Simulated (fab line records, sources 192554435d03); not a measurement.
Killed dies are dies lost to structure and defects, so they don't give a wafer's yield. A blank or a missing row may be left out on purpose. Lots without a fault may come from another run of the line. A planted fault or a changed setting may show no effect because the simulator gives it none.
Chamber matching | flow n5_finfet | N5_BEOL_M7_CURE_75 on uv_cure-01: 3 sister chambers
The step cures SiCOH lowk, time 120 s. 6 wafers are shown with their chamber, then 12 later ones without.

WAFERS WITH THEIR CHAMBER
wafer  | chamber | wafer_temp_C_max | lamp_power_pct (%)
L089.4 | 0       | 372.1            | 52.30
L089.6 | 0       | 371.2            | 52.27
L093.3 | 1       | 370.9            | 52.38
L093.4 | 1       | 371.3            | 52.31
L094.3 | 2       | 372.7            | 52.29
L094.6 | 2       | 371.9            | 52.34

WAFERS WITHOUT THEIR CHAMBER
wafer  | wafer_temp_C_max | lamp_power_pct (%)
L094.2 | 372.6            | 52.28
L094.4 | 371.6            | 52.23
L094.5 | 372.1            | 52.35
L095.1 | 371.1            | 52.24
L095.3 | 371.2            | 52.31
L095.6 | 371.7            | 52.40
L096.1 | 371.1            | 52.23
L096.3 | 371.3            | 52.32
L096.5 | 371.5            | 52.35
L096.2 | 371.3            | 52.22
L096.4 | 371.6            | 52.38
L096.6 | 371.2            | 52.31

WHICH CHAMBER EACH WENT THROUGH
wafer  | from the rows above          | in truth
L094.2 | can't be placed: 2 or 0      | 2
L094.4 | can't be placed: 0 or 2 or 1 | 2
L094.5 | can't be placed: 2 or 1 or 0 | 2
L095.1 | can't be placed: 0 or 1 or 2 | 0
L095.3 | can't be placed: 1 or 0 or 2 | 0
L095.6 | can't be placed: 1 or 2 or 0 | 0
L096.1 | can't be placed: 0 or 1 or 2 | 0
L096.3 | can't be placed: 1 or 0 or 2 | 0
L096.5 | can't be placed: 1 or 0 or 2 | 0
L096.2 | can't be placed: 0 or 2 or 1 | 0
L096.4 | can't be placed: 1 or 2 or 0 | 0
L096.6 | can't be placed: 1 or 0 or 2 | 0
Placed correctly: 0 of 12. Can't be placed from these rows: 12 (the true chamber is among the candidates in 12). Placed wrongly: 0.
How it was worked out, from the rows above alone: a wafer's distance from a chamber is the root of the sum, over the readings, of the square of ((its reading less the chamber's mean) divided by the reading's scatter). The wafer belongs to the nearest chamber; if the next one is less than 2 further off, it can't be placed. A chamber's mean is the mean of its shown wafers. The scatter: the root of (the sum of the squares of (reading less its chamber's mean) over the shown wafers, divided by (wafers less chambers)).
